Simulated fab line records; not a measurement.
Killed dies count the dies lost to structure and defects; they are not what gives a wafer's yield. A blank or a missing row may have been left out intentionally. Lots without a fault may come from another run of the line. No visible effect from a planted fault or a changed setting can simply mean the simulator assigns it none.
fab line records / flow n5Finfet
record: lots: 7 wafers: 39
route steps=1938 shown FIN_SAQP@138 DUMMY_GATE@243 MOL_CONTACT_COAG@586
startH: start of the lot's first displayed wafer, in hours after the record's first day / waitH: hours from the lot's prior step to this one / " the same as in the row above / L1.1+2: one row covering several wafers at once / - no value, or no start was given / * or withheld: withheld / < > ~ a bound
route shown NAME@n: names a module that has steps shown in the file, with the first one's number in the route / usual: average and standard deviation across the fault-free wafers / same: alike in all rows / chamber/n: place in a boat / sites: the reading at each site / _std_site: standard deviation of those values / _edge_site: the outer-site mean with the inner-site mean subtracted / radiusMm: how far each site lies from the wafer's centre / mask NAME#n: copy n / behind: the last tool/chamber to shape the wafer / hold: the reason the lot was held/the length of the hold in hours/how it ended / device: whichever transistor did not switch (one of n, p or np) / end of line: tests run on the same wafers once the route is complete / a step with no rows: only its recipe / killed: dies lost to structure and defects at the first sort, not the wafer's yield / map: per-die view of a wafer (x killed, . not killed, _ where there is no die)
set.NAME: the setting as run; set.NAME@STEP: as run at that earlier step / model.NAME: the simulator's own value behind a step, which no gauge read
one table per step and one row per wafer, for lots whose settings were changed on purpose
== steps ==
step: N5_FIN_SAQP_SPACER2_ALD_28
recipe: material: SiO2 targetThkA: 81 tempC: 300 aldPrecursorFamily: BDEAS aldCoReactant: O2-plasma pulseTimeS: 1 purgeTimeS: 2 coReactantPurgeTimeS: 2 pressureTorr: 2
lot.wafer=L075.1+2+6 tool=aldSin-04 chamber=2,1,1 startH=31.47 waitH=0.7 set.tempC=300 model.SiO2_of_FIN_SAQP_SPACER2_ALD_28.thkNm=8.2
lot.wafer=L075.3+4+5 tool=aldSin-04 chamber=0,3,0 startH=31.47 waitH=0.7 set.tempC=306.5 model.SiO2_of_FIN_SAQP_SPACER2_ALD_28.thkNm=8
lot.wafer=L078.1+2+4+6 tool=aldSin-01 chamber=2,1,0,0 startH=49.45 waitH=0.5 set.tempC=300 model.SiO2_of_FIN_SAQP_SPACER2_ALD_28.thkNm=8
lot.wafer=L078.3+5 tool=aldSin-01 chamber=3 startH=49.45 waitH=0.5 set.tempC=300 model.SiO2_of_FIN_SAQP_SPACER2_ALD_28.thkNm=8.2
lot.wafer=L080.1+4 tool=aldSin-03 chamber=1,0 startH=61.55 waitH=0.1 set.tempC=293.2 model.SiO2_of_FIN_SAQP_SPACER2_ALD_28.thkNm=8.4
lot.wafer=L080.2+5 tool=aldSin-03 chamber=2 startH=61.55 waitH=0.1 set.tempC=300 model.SiO2_of_FIN_SAQP_SPACER2_ALD_28.thkNm=8
lot.wafer=L080.3 tool=aldSin-03 chamber=3 startH=61.55 waitH=0.1 set.tempC=300 model.SiO2_of_FIN_SAQP_SPACER2_ALD_28.thkNm=8.2
lot.wafer=L080.6 tool=aldSin-03 chamber=1 startH=61.55 waitH=0.1 set.tempC=293.2 model.SiO2_of_FIN_SAQP_SPACER2_ALD_28.thkNm=8.2
lot.wafer=L082.1+6 tool=aldSin-03 chamber=3,1 startH=72.76 waitH=0.1 set.tempC=288.5 model.SiO2_of_FIN_SAQP_SPACER2_ALD_28.thkNm=8.6
lot.wafer=L082.2+5 tool=aldSin-03 chamber=2,0 startH=72.76 waitH=0.1 set.tempC=300 model.SiO2_of_FIN_SAQP_SPACER2_ALD_28.thkNm=8.2
lot.wafer=L082.3 tool=aldSin-03 chamber=0 startH=72.76 waitH=0.1 set.tempC=300 model.SiO2_of_FIN_SAQP_SPACER2_ALD_28.thkNm=8
lot.wafer=L082.4 tool=aldSin-03 chamber=1 startH=72.76 waitH=0.1 set.tempC=288.5 model.SiO2_of_FIN_SAQP_SPACER2_ALD_28.thkNm=8.4
lot.wafer=L084.1+5 tool=aldSin-01 chamber=0,1 startH=84.92 waitH=0.1 set.tempC=300 model.SiO2_of_FIN_SAQP_SPACER2_ALD_28.thkNm=8.2
lot.wafer=L084.2+4+6 tool=aldSin-01 chamber=2,3,2 startH=84.92 waitH=0.1 set.tempC=290.8 model.SiO2_of_FIN_SAQP_SPACER2_ALD_28.thkNm=8.4
lot.wafer=L084.3 tool=aldSin-01 chamber=1 startH=84.92 waitH=0.1 set.tempC=300 model.SiO2_of_FIN_SAQP_SPACER2_ALD_28.thkNm=8
lot.wafer=L095.1+3 tool=aldSin-01 chamber=0,2 startH=152.20 waitH=0.6 set.tempC=294.2 model.SiO2_of_FIN_SAQP_SPACER2_ALD_28.thkNm=8.2
lot.wafer=L095.2+5+6 tool=aldSin-01 chamber=1,1,2 startH=152.20 waitH=0.6 set.tempC=300 model.SiO2_of_FIN_SAQP_SPACER2_ALD_28.thkNm=8
lot.wafer=L095.4 tool=aldSin-01 chamber=3 startH=152.20 waitH=0.6 set.tempC=294.2 model.SiO2_of_FIN_SAQP_SPACER2_ALD_28.thkNm=8.4
lot.wafer=L097.4+5+6 tool=aldSin-04 chamber=2,0,3 startH=163.68 waitH=0.1 set.tempC=300 model.SiO2_of_FIN_SAQP_SPACER2_ALD_28.thkNm=8
step: N5_FIN_SAQP_SPACER2_ETCHBACK_29
recipe: chemistry: CHF3/O2 mode: anisotropicEtchback target: SiO2 targetDepthA: 122 timeS: 6.1 pressureMtorr: 30 sourceW: 650 biasW: 170 Ar_flow_sccm: 200 CHF3_flow_sccm: 50 O2_flow_sccm: 5 ionEnergyEv: 200
step: N5_FIN_SAQP_MANDREL2_REMOVE_60
recipe: chemistry: HBr/Cl2/O2 btTimeS: 10 target: a-Si stopOn: SiNx endpoint: OES-SiCl overEtchFrac: 1 icpW: 600 biasW: 22 HBr_flow_sccm: 150 Cl2_flow_sccm: 80 O2_flow_sccm: 5 pressureMtorr: 10
step: N5_FIN_SAQP_HM_OPEN_33
recipe: chemistry: CH3F/O2 target: SiNx maskMaterial: SiO2 targetDepthA: 494 timeS: 70.6 pressureMtorr: 30 sourceW: 395 biasW: 73 Ar_flow_sccm: 150 CH3F_flow_sccm: 30 O2_flow_sccm: 20 ionEnergyEv: 120 ends: cleared
step: N5_FIN_SAQP_ETCH_34
recipe: chemistry: C4F6/O2 target: SiO2 targetDepthA: 450 timeS: 15 ionEnergyEv: 250 pressureMtorr: 30 sourceW: 345 biasW: 185 Ar_flow_sccm: 300 C4F6_flow_sccm: 10 O2_flow_sccm: 10 ends: cleared
lot.wafer=L075.1+2+6 tool=rieDiel-01 chamber=0,3,3 startH=32.12 waitH=0.0 set.tempC@FIN_SAQP_SPACER2_ALD_28=300 model.FIN_SAQP.cdNm=8.2
lot.wafer=L075.3+4+5 tool=rieDiel-01 chamber=1,2,0 startH=32.12 waitH=0.0 set.tempC@FIN_SAQP_SPACER2_ALD_28=306.5 model.FIN_SAQP.cdNm=8
lot.wafer=L078.1+2+3+5 tool=rieDiel-02 chamber=2,3,1,3 startH=50.09 waitH=0.0 set.tempC@FIN_SAQP_SPACER2_ALD_28=300 model.FIN_SAQP.cdNm=8.2
lot.wafer=L078.4+6 tool=rieDiel-02 chamber=0,2 startH=50.09 waitH=0.0 set.tempC@FIN_SAQP_SPACER2_ALD_28=300 model.FIN_SAQP.cdNm=8
lot.wafer=L080.1 tool=rieDiel-01 chamber=0 startH=62.20 waitH=0.0 set.tempC@FIN_SAQP_SPACER2_ALD_28=293.2 model.FIN_SAQP.cdNm=8.6
lot.wafer=L080.2+3+5 tool=rieDiel-01 chamber=2,3,0 startH=62.20 waitH=0.0 set.tempC@FIN_SAQP_SPACER2_ALD_28=300 model.FIN_SAQP.cdNm=8.2
lot.wafer=L080.4+6 tool=rieDiel-01 chamber=1 startH=62.20 waitH=0.0 set.tempC@FIN_SAQP_SPACER2_ALD_28=293.2 model.FIN_SAQP.cdNm=8.4
lot.wafer=L082.1+4+6 tool=rieDiel-01 chamber=1,3,2 startH=73.43 waitH=0.0 set.tempC@FIN_SAQP_SPACER2_ALD_28=288.5 model.FIN_SAQP.cdNm=8.6
lot.wafer=L082.2+3 tool=rieDiel-01 chamber=2,0 startH=73.43 waitH=0.0 set.tempC@FIN_SAQP_SPACER2_ALD_28=300 model.FIN_SAQP.cdNm=8.2
lot.wafer=L082.5 tool=rieDiel-01 chamber=3 startH=73.43 waitH=0.0 set.tempC@FIN_SAQP_SPACER2_ALD_28=300 model.FIN_SAQP.cdNm=8
lot.wafer=L084.1+3+5 tool=rieDiel-04 chamber=2 startH=85.60 waitH=0.1 set.tempC@FIN_SAQP_SPACER2_ALD_28=300 model.FIN_SAQP.cdNm=8
lot.wafer=L084.2 tool=rieDiel-04 chamber=3 startH=85.60 waitH=0.1 set.tempC@FIN_SAQP_SPACER2_ALD_28=290.8 model.FIN_SAQP.cdNm=8.6
lot.wafer=L084.4+6 tool=rieDiel-04 chamber=3 startH=85.60 waitH=0.1 set.tempC@FIN_SAQP_SPACER2_ALD_28=290.8 model.FIN_SAQP.cdNm=8.4
lot.wafer=L095.1+3 tool=rieDiel-04 chamber=1,0 startH=152.84 waitH=0.0 set.tempC@FIN_SAQP_SPACER2_ALD_28=294.2 model.FIN_SAQP.cdNm=8.2
lot.wafer=L095.2+5+6 tool=rieDiel-04 chamber=3,0,3 startH=152.84 waitH=0.0 set.tempC@FIN_SAQP_SPACER2_ALD_28=300 model.FIN_SAQP.cdNm=8
lot.wafer=L095.4 tool=rieDiel-04 chamber=2 startH=152.84 waitH=0.0 set.tempC@FIN_SAQP_SPACER2_ALD_28=294.2 model.FIN_SAQP.cdNm=8.4
lot.wafer=L097.4+5+6 tool=rieDiel-04 chamber=0,0,3 startH=164.32 waitH=0.0 set.tempC@FIN_SAQP_SPACER2_ALD_28=300 model.FIN_SAQP.cdNm=8
step: N5_DUMMY_GATE_ETCH_31
recipe: chemistry: C4F6/O2 target: SiO2 maskMaterial: SOC targetDepthA: 825 timeS: 27.5 ionEnergyEv: 250 pressureMtorr: 30 sourceW: 345 biasW: 185 Ar_flow_sccm: 300 C4F6_flow_sccm: 10 O2_flow_sccm: 10
lot.wafer=L075.1 tool=rieDiel-03 chamber=0 startH=52.18 waitH=0.1 set.targetDepthA=863.5 model.etch.depthNm=84.62 model.SOC_of_DUMMY_GATE_COAT_34.thkNm=51.8
lot.wafer=L075.2 tool=rieDiel-03 chamber=2 startH=52.18 waitH=0.1 set.targetDepthA=863.5 model.etch.depthNm=84.22 model.SOC_of_DUMMY_GATE_COAT_34.thkNm=51.6
lot.wafer=L075.3 tool=rieDiel-03 chamber=1 startH=52.18 waitH=0.1 set.targetDepthA=825 model.etch.depthNm=80.04 model.SOC_of_DUMMY_GATE_COAT_34.thkNm=52
lot.wafer=L075.4 tool=rieDiel-03 chamber=3 startH=52.18 waitH=0.1 set.targetDepthA=825 model.etch.depthNm=82.48 model.SOC_of_DUMMY_GATE_COAT_34.thkNm=52
lot.wafer=L075.5 tool=rieDiel-03 chamber=3 startH=52.18 waitH=0.1 set.targetDepthA=863.5 model.etch.depthNm=85.88 model.SOC_of_DUMMY_GATE_COAT_34.thkNm=51.6
lot.wafer=L075.6 tool=rieDiel-03 chamber=0 startH=52.18 waitH=0.1 set.targetDepthA=825 model.etch.depthNm=80.89 model.SOC_of_DUMMY_GATE_COAT_34.thkNm=52
lot.wafer=L078.1 tool=rieDiel-03 chamber=0 startH=70.68 waitH=0.1 set.targetDepthA=718.9 model.etch.depthNm=71.88 model.SOC_of_DUMMY_GATE_COAT_34.thkNm=52.8
lot.wafer=L078.2 tool=rieDiel-03 chamber=1 startH=70.68 waitH=0.1 set.targetDepthA=825 model.etch.depthNm=81.38 model.SOC_of_DUMMY_GATE_COAT_34.thkNm=52
lot.wafer=L078.3 tool=rieDiel-03 chamber=3 startH=70.68 waitH=0.1 set.targetDepthA=718.9 model.etch.depthNm=72.43 model.SOC_of_DUMMY_GATE_COAT_34.thkNm=53
lot.wafer=L078.4 tool=rieDiel-03 chamber=2 startH=70.68 waitH=0.1 set.targetDepthA=718.9 model.etch.depthNm=71.64 model.SOC_of_DUMMY_GATE_COAT_34.thkNm=53
lot.wafer=L078.5 tool=rieDiel-03 chamber=1 startH=70.68 waitH=0.1 set.targetDepthA=825 model.etch.depthNm=81.11 model.SOC_of_DUMMY_GATE_COAT_34.thkNm=52.2
lot.wafer=L078.6 tool=rieDiel-03 chamber=2 startH=70.68 waitH=0.1 set.targetDepthA=825 model.etch.depthNm=82.09 model.SOC_of_DUMMY_GATE_COAT_34.thkNm=52
lot.wafer=L080.1 tool=rieDiel-05 chamber=2 startH=84.94 waitH=0.4 set.targetDepthA=825 model.etch.depthNm=81.39 model.SOC_of_DUMMY_GATE_COAT_34.thkNm=52
lot.wafer=L080.2 tool=rieDiel-05 chamber=0 startH=84.94 waitH=0.4 set.targetDepthA=825 model.etch.depthNm=81.75 model.SOC_of_DUMMY_GATE_COAT_34.thkNm=52
lot.wafer=L080.3 tool=rieDiel-05 chamber=3 startH=84.94 waitH=0.4 set.targetDepthA=825 model.etch.depthNm=81.5 model.SOC_of_DUMMY_GATE_COAT_34.thkNm=52
lot.wafer=L080.4 tool=rieDiel-05 chamber=1 startH=84.94 waitH=0.4 set.targetDepthA=889.2 model.etch.depthNm=88.37 model.SOC_of_DUMMY_GATE_COAT_34.thkNm=51.4
lot.wafer=L080.5 tool=rieDiel-05 chamber=1 startH=84.94 waitH=0.4 set.targetDepthA=889.2 model.etch.depthNm=88 model.SOC_of_DUMMY_GATE_COAT_34.thkNm=51.6
lot.wafer=L080.6 tool=rieDiel-05 chamber=0 startH=84.94 waitH=0.4 set.targetDepthA=889.2 model.etch.depthNm=88.86 model.SOC_of_DUMMY_GATE_COAT_34.thkNm=51.2
lot.wafer=L082.1 tool=rieDiel-03 chamber=1 startH=93.75 waitH=0.3 set.targetDepthA=825 model.etch.depthNm=80.66 model.SOC_of_DUMMY_GATE_COAT_34.thkNm=52
lot.wafer=L082.2 tool=rieDiel-03 chamber=3 startH=93.75 waitH=0.3 set.targetDepthA=825 model.etch.depthNm=83 model.SOC_of_DUMMY_GATE_COAT_34.thkNm=51.6
lot.wafer=L082.3 tool=rieDiel-03 chamber=2 startH=93.75 waitH=0.3 set.targetDepthA=825 model.etch.depthNm=81.04 model.SOC_of_DUMMY_GATE_COAT_34.thkNm=52.2
lot.wafer=L082.4 tool=rieDiel-03 chamber=0 startH=93.75 waitH=0.3 set.targetDepthA=924.5 model.etch.depthNm=91.39 model.SOC_of_DUMMY_GATE_COAT_34.thkNm=50.8
lot.wafer=L082.5 tool=rieDiel-03 chamber=2 startH=93.75 waitH=0.3 set.targetDepthA=924.5 model.etch.depthNm=91.58 model.SOC_of_DUMMY_GATE_COAT_34.thkNm=51
lot.wafer=L082.6 tool=rieDiel-03 chamber=3 startH=93.75 waitH=0.3 set.targetDepthA=924.5 model.etch.depthNm=92.23 model.SOC_of_DUMMY_GATE_COAT_34.thkNm=51
lot.wafer=L084.1 tool=rieDiel-05 chamber=3 startH=109.35 waitH=0.0 set.targetDepthA=787.3 model.etch.depthNm=78.35 model.SOC_of_DUMMY_GATE_COAT_34.thkNm=52
lot.wafer=L084.2 tool=rieDiel-05 chamber=1 startH=109.35 waitH=0.0 set.targetDepthA=787.3 model.etch.depthNm=79.07 model.SOC_of_DUMMY_GATE_COAT_34.thkNm=52.4
lot.wafer=L084.3 tool=rieDiel-05 chamber=2 startH=109.35 waitH=0.0 set.targetDepthA=787.3 model.etch.depthNm=78.18 model.SOC_of_DUMMY_GATE_COAT_34.thkNm=52.2
lot.wafer=L084.4 tool=rieDiel-05 chamber=0 startH=109.35 waitH=0.0 set.targetDepthA=825 model.etch.depthNm=82.19 model.SOC_of_DUMMY_GATE_COAT_34.thkNm=51.8
lot.wafer=L084.5 tool=rieDiel-05 chamber=0 startH=109.35 waitH=0.0 set.targetDepthA=825 model.etch.depthNm=82.22 model.SOC_of_DUMMY_GATE_COAT_34.thkNm=51.8
lot.wafer=L084.6 tool=rieDiel-05 chamber=3 startH=109.35 waitH=0.0 set.targetDepthA=825 model.etch.depthNm=81.2 model.SOC_of_DUMMY_GATE_COAT_34.thkNm=51.8
lot.wafer=L095.1 tool=rieDiel-05 chamber=2 startH=174.26 waitH=0.0 set.targetDepthA=825 model.etch.depthNm=82.14 model.SOC_of_DUMMY_GATE_COAT_34.thkNm=52
lot.wafer=L095.2 tool=rieDiel-05 chamber=3 startH=174.26 waitH=0.0 set.targetDepthA=825 model.etch.depthNm=81.37 model.SOC_of_DUMMY_GATE_COAT_34.thkNm=52
lot.wafer=L095.3 tool=rieDiel-05 chamber=0 startH=174.26 waitH=0.0 set.targetDepthA=778.1 model.etch.depthNm=77.89 model.SOC_of_DUMMY_GATE_COAT_34.thkNm=52.4
lot.wafer=L095.4 tool=rieDiel-05 chamber=1 startH=174.26 waitH=0.0 set.targetDepthA=825 model.etch.depthNm=82.47 model.SOC_of_DUMMY_GATE_COAT_34.thkNm=51.6
lot.wafer=L095.5 tool=rieDiel-05 chamber=2 startH=174.26 waitH=0.0 set.targetDepthA=778.1 model.etch.depthNm=77.12 model.SOC_of_DUMMY_GATE_COAT_34.thkNm=52.6
lot.wafer=L095.6 tool=rieDiel-05 chamber=3 startH=174.26 waitH=0.0 set.targetDepthA=778.1 model.etch.depthNm=76.59 model.SOC_of_DUMMY_GATE_COAT_34.thkNm=52.4
lot.wafer=L097.4 tool=rieDiel-05 chamber=3 startH=184.81 waitH=0.0 set.targetDepthA=825 model.etch.depthNm=81.64 model.SOC_of_DUMMY_GATE_COAT_34.thkNm=51.6
lot.wafer=L097.5 tool=rieDiel-05 chamber=1 startH=184.81 waitH=0.0 set.targetDepthA=825 model.etch.depthNm=83.19 model.SOC_of_DUMMY_GATE_COAT_34.thkNm=51.6
lot.wafer=L097.6 tool=rieDiel-05 chamber=0 startH=184.81 waitH=0.0 set.targetDepthA=825 model.etch.depthNm=83.17 model.SOC_of_DUMMY_GATE_COAT_34.thkNm=51.8
step: N5_MOL_CONTACT_COAG_VIA_ETCH_46
recipe: chemistry: C4F6/O2 targetDepthA: 460 overetchA: 92 maskMaterial: SOC target: SiO2 biasW: 455 pressureMtorr: 10 timeS: 40 sourceW: 325 Ar_flow_sccm: 300 C4F6_flow_sccm: 10 O2_flow_sccm: 10 ionEnergyEv: 575.3 ends: endPoint
usual: rfVppV: 1590/18
lot.wafer=L075.1 tool=rieDiel-02 chamber=1 startH=103.83 waitH=0.0 set.biasW=488.5 rfVppV=1690
lot.wafer=L075.2 tool=rieDiel-02 chamber=2 startH=103.83 waitH=0.0 set.biasW=455 rfVppV=1566
lot.wafer=L075.3 tool=rieDiel-02 chamber=3 startH=103.83 waitH=0.0 set.biasW=488.5 rfVppV=1697
lot.wafer=L075.4 tool=rieDiel-02 chamber=0 startH=103.83 waitH=0.0 set.biasW=455 rfVppV=1571
lot.wafer=L075.5 tool=rieDiel-02 chamber=0 startH=103.83 waitH=0.0 set.biasW=488.5 rfVppV=1656
lot.wafer=L075.6 tool=rieDiel-02 chamber=3 startH=103.83 waitH=0.0 set.biasW=455 rfVppV=1610
lot.wafer=L078.1 tool=rieDiel-02 chamber=0 startH=122.06 waitH=0.0 set.biasW=455 rfVppV=1571
lot.wafer=L078.2 tool=rieDiel-02 chamber=3 startH=122.06 waitH=0.0 set.biasW=455 rfVppV=1608
lot.wafer=L078.3 tool=rieDiel-02 chamber=2 startH=122.06 waitH=0.0 set.biasW=455 rfVppV=1567
lot.wafer=L078.4 tool=rieDiel-02 chamber=0 startH=122.06 waitH=0.0 set.biasW=455 rfVppV=1573
lot.wafer=L078.5 tool=rieDiel-02 chamber=2 startH=122.06 waitH=0.0 set.biasW=455 rfVppV=1566
lot.wafer=L078.6 tool=rieDiel-02 chamber=3 startH=122.06 waitH=0.0 set.biasW=455 rfVppV=1610
lot.wafer=L080.1 tool=rieDiel-01 chamber=3 startH=136.57 waitH=0.0 set.biasW=532 rfVppV=1801
lot.wafer=L080.2 tool=rieDiel-01 chamber=1 startH=136.57 waitH=0.0 set.biasW=455 rfVppV=1572
lot.wafer=L080.3 tool=rieDiel-01 chamber=2 startH=136.57 waitH=0.0 set.biasW=532 rfVppV=1818
lot.wafer=L080.4 tool=rieDiel-01 chamber=2 startH=136.57 waitH=0.0 set.biasW=455 rfVppV=1620
lot.wafer=L080.5 tool=rieDiel-01 chamber=3 startH=136.57 waitH=0.0 set.biasW=455 rfVppV=1605
lot.wafer=L080.6 tool=rieDiel-01 chamber=1 startH=136.57 waitH=0.0 set.biasW=532 rfVppV=1767
lot.wafer=L082.1 tool=rieDiel-01 chamber=3 startH=145.63 waitH=0.0 set.biasW=538.9 rfVppV=1817
lot.wafer=L082.2 tool=rieDiel-01 chamber=2 startH=145.63 waitH=0.0 set.biasW=455 rfVppV=1621
lot.wafer=L082.3 tool=rieDiel-01 chamber=1 startH=145.63 waitH=0.0 set.biasW=538.9 rfVppV=1781
lot.wafer=L082.4 tool=rieDiel-01 chamber=3 startH=145.63 waitH=0.0 set.biasW=455 rfVppV=1604
lot.wafer=L082.5 tool=rieDiel-01 chamber=1 startH=145.63 waitH=0.0 set.biasW=538.9 rfVppV=1782
lot.wafer=L082.6 tool=rieDiel-01 chamber=2 startH=145.63 waitH=0.0 set.biasW=455 rfVppV=1621
lot.wafer=L084.1 tool=rieDiel-04 chamber=2 startH=158.00 waitH=0.0 set.biasW=520.5 rfVppV=1742
lot.wafer=L084.2 tool=rieDiel-04 chamber=1 startH=158.00 waitH=0.0 set.biasW=455 rfVppV=1589
lot.wafer=L084.3 tool=rieDiel-04 chamber=3 startH=158.00 waitH=0.0 set.biasW=520.5 rfVppV=1736
lot.wafer=L084.4 tool=rieDiel-04 chamber=0 startH=158.00 waitH=0.0 set.biasW=455 rfVppV=1614
lot.wafer=L084.5 tool=rieDiel-04 chamber=2 startH=158.00 waitH=0.0 set.biasW=520.5 rfVppV=1743
lot.wafer=L084.6 tool=rieDiel-04 chamber=1 startH=158.00 waitH=0.0 set.biasW=455 rfVppV=1591
lot.wafer=L095.1 tool=rieDiel-01 chamber=3 startH=226.25 waitH=0.0 set.biasW=455 rfVppV=1604
lot.wafer=L095.2 tool=rieDiel-01 chamber=1 startH=226.25 waitH=0.0 set.biasW=455 rfVppV=1570
lot.wafer=L095.3 tool=rieDiel-01 chamber=2 startH=226.25 waitH=0.0 set.biasW=407.4 rfVppV=1489
lot.wafer=L095.4 tool=rieDiel-01 chamber=0 startH=226.25 waitH=0.0 set.biasW=407.4 rfVppV=1464
lot.wafer=L095.5 tool=rieDiel-01 chamber=3 startH=226.25 waitH=0.0 set.biasW=407.4 rfVppV=1477
lot.wafer=L095.6 tool=rieDiel-01 chamber=0 startH=226.25 waitH=0.0 set.biasW=455 rfVppV=1593
lot.wafer=L097.4 tool=rieDiel-02 chamber=3 startH=236.40 waitH=0.0 set.biasW=455 rfVppV=1608
lot.wafer=L097.5 tool=rieDiel-02 chamber=3 startH=236.40 waitH=0.0 set.biasW=455 rfVppV=1608
lot.wafer=L097.6 tool=rieDiel-02 chamber=2 startH=236.40 waitH=0.0 set.biasW=455 rfVppV=1566
step: N5_MOL_CONTACT_COAG_VIA_ETCH_117
recipe: chemistry: C4F6/O2 targetDepthA: 400 overetchA: 80 maskMaterial: SOC target: SiO2 biasW: 455 pressureMtorr: 10 timeS: 26 sourceW: 325 Ar_flow_sccm: 300 C4F6_flow_sccm: 10 O2_flow_sccm: 10 ionEnergyEv: 575.3 ends: endPoint
usual: rfVppV: 1589/18
lot.wafer=L075.1 tool=rieDiel-02 chamber=0 startH=105.76 waitH=0.0 set.biasW=520.8 rfVppV=1736
lot.wafer=L075.2 tool=rieDiel-02 chamber=2 startH=105.76 waitH=0.0 set.biasW=520.8 rfVppV=1732
lot.wafer=L075.3 tool=rieDiel-02 chamber=1 startH=105.76 waitH=0.0 set.biasW=455 rfVppV=1604
lot.wafer=L075.4 tool=rieDiel-02 chamber=3 startH=105.76 waitH=0.0 set.biasW=455 rfVppV=1611
lot.wafer=L075.5 tool=rieDiel-02 chamber=0 startH=105.76 waitH=0.0 set.biasW=455 rfVppV=1572
lot.wafer=L075.6 tool=rieDiel-02 chamber=1 startH=105.76 waitH=0.0 set.biasW=520.8 rfVppV=1773
lot.wafer=L078.1 tool=rieDiel-04 chamber=0 startH=123.52 waitH=0.0 set.biasW=455 rfVppV=1615
lot.wafer=L078.2 tool=rieDiel-04 chamber=3 startH=123.52 waitH=0.0 set.biasW=455 rfVppV=1570
lot.wafer=L078.3 tool=rieDiel-04 chamber=0 startH=123.52 waitH=0.0 set.biasW=455 rfVppV=1613
lot.wafer=L078.4 tool=rieDiel-04 chamber=3 startH=123.52 waitH=0.0 set.biasW=485.9 rfVppV=1651
lot.wafer=L078.5 tool=rieDiel-04 chamber=3 startH=123.52 waitH=0.0 set.biasW=485.9 rfVppV=1651
lot.wafer=L078.6 tool=rieDiel-04 chamber=0 startH=123.52 waitH=0.0 set.biasW=485.9 rfVppV=1694
lot.wafer=L080.1 tool=rieDiel-02 chamber=2 startH=137.94 waitH=0.0 set.biasW=455 rfVppV=1567
lot.wafer=L080.2 tool=rieDiel-02 chamber=0 startH=137.94 waitH=0.0 set.biasW=455 rfVppV=1570
lot.wafer=L080.3 tool=rieDiel-02 chamber=1 startH=137.94 waitH=0.0 set.biasW=455 rfVppV=1604
lot.wafer=L080.4 tool=rieDiel-02 chamber=3 startH=137.94 waitH=0.0 set.biasW=455 rfVppV=1609
lot.wafer=L080.5 tool=rieDiel-02 chamber=0 startH=137.94 waitH=0.0 set.biasW=455 rfVppV=1570
lot.wafer=L080.6 tool=rieDiel-02 chamber=3 startH=137.94 waitH=0.0 set.biasW=455 rfVppV=1609
lot.wafer=L082.1 tool=rieDiel-04 chamber=0 startH=147.46 waitH=0.0 set.biasW=480.4 rfVppV=1681
lot.wafer=L082.2 tool=rieDiel-04 chamber=3 startH=147.46 waitH=0.0 set.biasW=480.4 rfVppV=1636
lot.wafer=L082.3 tool=rieDiel-04 chamber=1 startH=147.46 waitH=0.0 set.biasW=455 rfVppV=1591
lot.wafer=L082.4 tool=rieDiel-04 chamber=2 startH=147.46 waitH=0.0 set.biasW=455 rfVppV=1577
lot.wafer=L082.5 tool=rieDiel-04 chamber=1 startH=147.46 waitH=0.0 set.biasW=480.4 rfVppV=1654
lot.wafer=L082.6 tool=rieDiel-04 chamber=2 startH=147.46 waitH=0.0 set.biasW=455 rfVppV=1578
lot.wafer=L084.1 tool=rieDiel-02 chamber=2 startH=159.37 waitH=0.0 set.biasW=527.1 rfVppV=1745
lot.wafer=L084.2 tool=rieDiel-02 chamber=1 startH=159.37 waitH=0.0 set.biasW=455 rfVppV=1604
lot.wafer=L084.3 tool=rieDiel-02 chamber=3 startH=159.37 waitH=0.0 set.biasW=455 rfVppV=1609
lot.wafer=L084.4 tool=rieDiel-02 chamber=0 startH=159.37 waitH=0.0 set.biasW=527.1 rfVppV=1752
lot.wafer=L084.5 tool=rieDiel-02 chamber=2 startH=159.37 waitH=0.0 set.biasW=527.1 rfVppV=1746
lot.wafer=L084.6 tool=rieDiel-02 chamber=1 startH=159.37 waitH=0.0 set.biasW=455 rfVppV=1601
lot.wafer=L095.1 tool=rieDiel-02 chamber=0 startH=228.04 waitH=0.0 set.biasW=419.4 rfVppV=1476
lot.wafer=L095.2 tool=rieDiel-02 chamber=2 startH=228.04 waitH=0.0 set.biasW=455 rfVppV=1566
lot.wafer=L095.3 tool=rieDiel-02 chamber=1 startH=228.04 waitH=0.0 set.biasW=419.4 rfVppV=1506
lot.wafer=L095.4 tool=rieDiel-02 chamber=3 startH=228.04 waitH=0.0 set.biasW=455 rfVppV=1606
lot.wafer=L095.5 tool=rieDiel-02 chamber=1 startH=228.04 waitH=0.0 set.biasW=455 rfVppV=1601
lot.wafer=L095.6 tool=rieDiel-02 chamber=2 startH=228.04 waitH=0.0 set.biasW=419.4 rfVppV=1472
lot.wafer=L097.4 tool=rieDiel-04 chamber=2 startH=238.77 waitH=0.0 set.biasW=455 rfVppV=1576
lot.wafer=L097.5 tool=rieDiel-04 chamber=3 startH=238.77 waitH=0.0 set.biasW=455 rfVppV=1570
lot.wafer=L097.6 tool=rieDiel-04 chamber=0 startH=238.77 waitH=0.0 set.biasW=455 rfVppV=1613
== key ==
split: step: N5_FIN_SAQP_SPACER2_ALD_28 setting: tempC stated: 300 by: wafer
response: step: N5_FIN_SAQP_SPACER2_ALD_28 reading: model.SiO2_of_FIN_SAQP_SPACER2_ALD_28.thkNm change: -0.104 per: 1% r: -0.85
response: step: N5_FIN_SAQP_ETCH_34 reading: model.FIN_SAQP.cdNm change: -0.127 per: 1% r: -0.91
split: step: N5_DUMMY_GATE_ETCH_31 setting: targetDepthA stated: 825 by: wafer
response: step: N5_DUMMY_GATE_ETCH_31 reading: model.etch.depthNm change: +0.804 per: 1% r: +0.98
response: step: N5_DUMMY_GATE_ETCH_31 reading: model.SOC_of_DUMMY_GATE_COAT_34.thkNm change: -0.0777 per: 1% r: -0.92
split: step: N5_MOL_CONTACT_COAG_VIA_ETCH_46 setting: biasW stated: 455 by: wafer
response: step: N5_MOL_CONTACT_COAG_VIA_ETCH_46 reading: rfVppV change: +10.6 per: 1% r: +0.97
split: step: N5_MOL_CONTACT_COAG_VIA_ETCH_117 setting: biasW stated: 455 by: wafer
response: step: N5_MOL_CONTACT_COAG_VIA_ETCH_117 reading: rfVppV change: +10.3 per: 1% r: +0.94
